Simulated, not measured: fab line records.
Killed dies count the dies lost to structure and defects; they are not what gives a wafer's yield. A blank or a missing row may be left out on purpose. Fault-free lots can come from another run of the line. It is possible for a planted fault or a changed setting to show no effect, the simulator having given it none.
Matching of chambers    flow nand harc    NHARC_A_STAIRCASE_DEP_259 on pecvd-01 has 3 sister chambers
The step deposits SiON, target thk 30 nm. 6 wafers are shown with their chamber, then 10 later ones without.

== WAFERS PAIRED WITH THEIR CHAMBERS ==
wafer   chamber  heater power w (W)  rf fwd power W (W)
L087.4  2        728                 348.5
L087.6  0        710                 349.7
L086.4  2        787                 348.0
L086.5  1        871                 350.2
L090.1  0        615                 348.6
L090.2  1        998                 348.3

== WAFERS WITHOUT THEIR CHAMBER ==
wafer   heater power w (W)  rf fwd power W (W)
L090.4  614                 348.5
L091.1  653                 348.8
L091.3  726                 348.2
L091.4  656                 349.3
L094.3  976                 349.2
L094.4  982                 349.5
L094.6  674                 348.6
L095.1  686                 349.8
L095.2  852                 347.3
L095.4  711                 351.1

== WHICH CHAMBER EACH WENT THROUGH ==
wafer   from the rows above           in truth
L090.4  can't be placed: 0 or 2       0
L091.1  can't be placed: 0 or 2       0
L091.3  can't be placed: 2 or 0       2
L091.4  can't be placed: 0 or 2       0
L094.3  1                             1
L094.4  1                             1
L094.6  can't be placed: 0 or 2       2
L095.1  can't be placed: 0 or 2       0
L095.2  can't be placed: 2 or 1 or 0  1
L095.4  can't be placed: 0 or 2 or 1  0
Placed correctly: 2 of 10. These rows do not allow placing 8 (true chamber among the candidates in 8). 0 placed wrongly.
How it was worked out, from the rows above alone: a wafer's distance from a chamber is the root of the sum, over the readings, of the square of ((its reading less the chamber's mean) divided by the reading's scatter). The wafer belongs to the nearest chamber; if the next one is less than 2 further off, it can't be placed. For every chamber, the mean is computed from those of its wafers that are shown. How the scatter is found: for the shown wafers, subtract from each reading the mean of its chamber, square and add these, divide the total by (wafers less chambers), then take the root.
